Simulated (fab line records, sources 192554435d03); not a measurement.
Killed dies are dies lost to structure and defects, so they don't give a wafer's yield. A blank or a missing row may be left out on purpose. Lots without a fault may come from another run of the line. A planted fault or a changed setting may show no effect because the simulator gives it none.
Chamber matching | flow n5_finfet | N5_BEOL_M3_VIA_ETCH_34 on rie_diel-06: 4 sister chambers
The step etches the open film in C4F6/O2, target depth 69.4 nm, time 65.9 s. 14 wafers are shown with their chamber, then 7 later ones without.

WAFERS WITH THEIR CHAMBER
wafer  | chamber | drypump_motor_current_A (A) | rf_vpp_V (V) | throttle_valve_pct (%)
L076.3 | 0       | 5.7                         | 675          | 30.6
L076.4 | 1       | 5.9                         | 678          | 31.2
L076.6 | 2       | 5.2                         | 675          | 30.9
L077.4 | 0       | 5.8                         | 674          | 30.6
L077.5 | 3       | 5.8                         | 657          | 30.2
L077.6 | 2       | 5.2                         | 676          | 30.9
L084.1 | 2       | 5.2                         | 675          | 30.9
L084.3 | 0       | 5.8                         | 672          | 30.7
L084.6 | 0       | 5.8                         | 673          | 30.7
L087.2 | 2       | 5.2                         | 676          | 30.9
L087.3 | 3       | 5.8                         | 657          | 30.3
L087.6 | 3       | 5.8                         | 656          | 30.3
L091.1 | 1       | 5.9                         | 677          | 31.3
L091.4 | 3       | 5.8                         | 657          | 30.3

SIGNATURES (means of the wafers above)
reading                 | chamber 0 | chamber 1 | chamber 2 | chamber 3 | scatter within a chamber
drypump_motor_current_A | 5.775     | 5.900     | 5.200     | 5.800     | 0.0274
rf_vpp_V                | 673.50    | 677.50    | 675.50    | 656.75    | 0.851
throttle_valve_pct      | 30.650    | 31.250    | 30.900    | 30.275    | 0.0474
Rule: a wafer's distance from a chamber is the root of the sum, over the readings, of the square of ((its reading less the chamber's mean) divided by the reading's scatter). The wafer belongs to the nearest chamber; if the next one is less than 2 further off, it can't be placed. The scatter: the root of (the sum of the squares of (reading less its chamber's mean) over the shown wafers, divided by (wafers less chambers)).

WAFERS WITHOUT THEIR CHAMBER
wafer  | drypump_motor_current_A (A) | rf_vpp_V (V) | throttle_valve_pct (%)
L091.6 | 5.2                         | 674          | 30.9
L089.2 | 5.8                         | 658          | 30.3
L089.3 | 5.2                         | 676          | 30.9
L089.6 | 5.8                         | 657          | 30.3
L097.1 | 5.2                         | 675          | 30.9
L097.2 | 5.7                         | 674          | 30.4
L097.4 | 5.8                         | 673          | 30.4

WHICH CHAMBER EACH WENT THROUGH
wafer  | from the rows above | in truth
L091.6 | 2                   | 2
L089.2 | 3                   | 3
L089.3 | 2                   | 2
L089.6 | 3                   | 3
L097.1 | 2                   | 2
L097.2 | 0                   | 0
L097.4 | 0                   | 0
Placed correctly: 7 of 7. Can't be placed from these rows: 0. Placed wrongly: 0.
